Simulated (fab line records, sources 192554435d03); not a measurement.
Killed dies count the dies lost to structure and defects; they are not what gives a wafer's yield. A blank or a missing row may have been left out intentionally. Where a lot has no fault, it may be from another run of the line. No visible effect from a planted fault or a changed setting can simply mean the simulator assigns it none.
Chamber matching || flow n5-finfet || N5_FIN_CUT_CUT_ETCH_15 on rie-si-05 has 4 sister chambers
The step etches Si in HBr/Cl2/O2, target depth 100 nm, bt time 10 s, time 42.4 s. 4 wafers are shown with their chamber, then 7 later ones without.

## EACH WAFER AND ITS CHAMBER
{"wafer": "L083.1", "chamber": 3, "throttle-valve-pct (%)": 37.50}
{"wafer": "L083.4", "chamber": 2, "throttle-valve-pct (%)": 36.82}
{"wafer": "L086.1", "chamber": 0, "throttle-valve-pct (%)": 37.26}
{"wafer": "L086.3", "chamber": 1, "throttle-valve-pct (%)": 37.28}

## WAFERS WITHOUT THEIR CHAMBER
{"wafer": "L086.6", "throttle-valve-pct (%)": 36.83}
{"wafer": "L093.1", "throttle-valve-pct (%)": 37.27}
{"wafer": "L093.2", "throttle-valve-pct (%)": 36.83}
{"wafer": "L093.4", "throttle-valve-pct (%)": 37.53}
{"wafer": "L094.1", "throttle-valve-pct (%)": 37.24}
{"wafer": "L094.2", "throttle-valve-pct (%)": 37.52}
{"wafer": "L094.5", "throttle-valve-pct (%)": 37.26}

## CHAMBER TAKEN BY EACH
{"wafer": "L086.6", "from the rows above": 2, "in truth": 2}
{"wafer": "L093.1", "from the rows above": "can't be placed: 1 or 0", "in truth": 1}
{"wafer": "L093.2", "from the rows above": 2, "in truth": 2}
{"wafer": "L093.4", "from the rows above": 3, "in truth": 3}
{"wafer": "L094.1", "from the rows above": "can't be placed: 0 or 1", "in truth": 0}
{"wafer": "L094.2", "from the rows above": 3, "in truth": 3}
{"wafer": "L094.5", "from the rows above": "can't be placed: 0 or 1", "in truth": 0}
Correct placement for 4 of the 7. Unplaceable from these rows: 3, with the true chamber sitting among the candidates in 3. 0 placed wrongly.
How it was worked out, from the rows above alone: a wafer's distance from a chamber is the root of the sum, over the readings, of the square of ((its reading less the chamber's mean) divided by the reading's scatter). The wafer belongs to the nearest chamber; if the next one is less than 2 further off, it can't be placed. Each chamber's mean is taken over the wafers shown for it. The scatter: with one shown wafer a chamber, the root of the mean of the squares of how far each hidden wafer lies from its nearest shown one.
